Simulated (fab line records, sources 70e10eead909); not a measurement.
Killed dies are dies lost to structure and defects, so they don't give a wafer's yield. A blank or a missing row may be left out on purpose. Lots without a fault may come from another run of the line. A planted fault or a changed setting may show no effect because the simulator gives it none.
A struck lot beside a sound one | flow nand_harc | 19 steps out of a route of 1159
Sound: wafers L608.3, L608.5, L608.6. Struck: wafers L617.1, L617.5, L617.6. The cause comes at the end.
At each step with rows: each side's tool, then ch and its chambers, then its first start. Under that, the readings that differ: sound wafers | struck wafers | difference of the means | sigmas: that difference in standard deviations of wafers without a fault.
alike: readings whose means differ by less than 2 such deviations, and words and numbers that are the same on both sides. not compared: withheld readings, readings that some wafer has no value for, bounds like >300 that may hide the same value, and numbers for which the record gives no deviation and whose values overlap.
The two part at a step that has a row with sigmas, a row that says differs or no value, or rows on one side only. Numbers that don't overlap but have no deviation are shown without sigmas and don't part them. A reading that every wafer of one side lacks parts them only if that side has two wafers or more.

first, 1 step without rows for these wafers: NHARC_A_SGD_CUT_ETCH_26 (etches SiO2 in dHF, target depth 45.8 nm).
NHARC_A_SGD_CUT_ETCHBACK_24: etches the open film in CH3F/O2, target depth 50 nm, time 92.857 s.
  sound on rie_diel-04 ch 2,3, day 16 10:38; struck on rie_diel-07 ch 0,1,3, day 19 00:34
  alike: ch3f_flow_sccm, drypump_motor_current_A, oes_product_au, rf_vpp_V, showerhead_plenum_p_Torr, throttle_valve_pct
  not compared: rf_hours_counter_h
NHARC_A_SGD_CUT_STRIP_28: strips in O2, time 20 s.
  sound on rie_diel-04 ch 1,2; struck on rie_diel-07 ch 0,1,3
  alike: drypump_motor_current_A, oes_product_au, rf_vpp_V, showerhead_plenum_p_Torr, throttle_valve_pct
  not compared: rf_hours_counter_h
NHARC_A_SGD_CUT_INSPECT_25:
  sound on defect_inspect-02, day 16 10:53; struck on defect_inspect-02, day 19 00:46
  reading          | sound       | struck      | difference | sigmas
  raw_defect_count | 470 536 435 | 388 298 249 | -169       | -2
NHARC_A_SLIT_DEP_25: deposits SiO2, target thk 200 nm.
  sound on pecvd-03 ch 1,2, day 16 10:56; struck on pecvd-01 ch 0,2, day 19 00:50
  alike: heater_power_w, throttle_valve_pct
NHARC_A_SLIT_DEP_00: deposits aC, target thk 3200 nm.
  sound on acl_dep-01 ch 0, day 16 14:27; struck on acl_dep-02 ch 0, day 19 01:10
  alike: throttle_valve_pct
NHARC_A_SLIT_DEP_23: deposits SiON, target thk 100 nm.
  sound on pecvd-01 ch 1,2, day 16 15:50; struck on pecvd-02 ch 1,2, day 19 03:09
  alike: heater_power_w
then, 5 steps without rows for these wafers: NHARC_A_SLIT_DEHYDRATE_01 (time 120 s); NHARC_A_SLIT_HMDS_02 (time 30 s); NHARC_A_SLIT_COAT_03 (resist thk 90 nm); NHARC_A_SLIT_SOFTBAKE_04 (time 55 s); NHARC_A_SLIT_EBR_05.
NHARC_A_SLIT_EXPOSE_06: exposes mask SLIT.
  sound on arfi_scanner-01 ch 0, day 16 16:13; struck on arfi_scanner-01 ch 0, day 19 03:41
  reading                        | sound                | struck            | difference | sigmas
  model.A_SLIT.overlay_x_nm (nm) | 0.4534 0.4534 0.4534 | 10.06 10.06 10.06 | +9.61      |
  alike: mask
then, 2 steps without rows for these wafers: NHARC_A_SLIT_PEB_07 (peb time 65 s); NHARC_A_SLIT_DEVELOP_08 (develop time 35 s).
NHARC_A_SLIT_CD_MEAS_09: target cd 300 nm.
  sound on cd_sem-01 ch 0, day 16 16:20; struck on cd_sem-02 ch 0, day 19 03:49
  reading    | sound             | struck            | difference | sigmas
  cd_nm (nm) | 299.7 299.4 299.8 | 301.2 300.4 301.5 | +1.4       | +2
NHARC_A_SLIT_OVL_MEAS_10:
  sound on overlay-01, day 16 16:26; struck on overlay-01, day 19 04:05
  reading           | sound          | struck        | difference | sigmas
  overlay_x_nm (nm) | 0.9 0.4 0.2    | 9.6 10.2 10.3 | +9.5       | +11
  overlay_y_nm (nm) | -2.4 -2.5 -2.1 | 1.1 0.9 0.9   | +3.3       | +4
  not compared: hold
NHARC_A_SLIT_INSPECT_11:
  sound on defect_inspect-02, day 16 16:28; struck on defect_inspect-02, day 19 06:01
  reading          | sound   | struck                                                                     | difference                   | sigmas
  hold             | - - -   | await_dispo/1.9h/release await_dispo/1.9h/release await_dispo/1.9h/release | no value on the sound wafers |
  raw_defect_count | 11 9 11 | 48 33 38                                                                   | +29                          | +3
NHARC_END_SORT_01:
  the record has rows for the sound wafers here (prober-01 ch 0, day 21 14:26) and none for the struck ones

WHERE THEY PART
First at NHARC_A_SGD_CUT_INSPECT_25; last, within this record, at NHARC_END_SORT_01.

WHY: what the simulator had put in
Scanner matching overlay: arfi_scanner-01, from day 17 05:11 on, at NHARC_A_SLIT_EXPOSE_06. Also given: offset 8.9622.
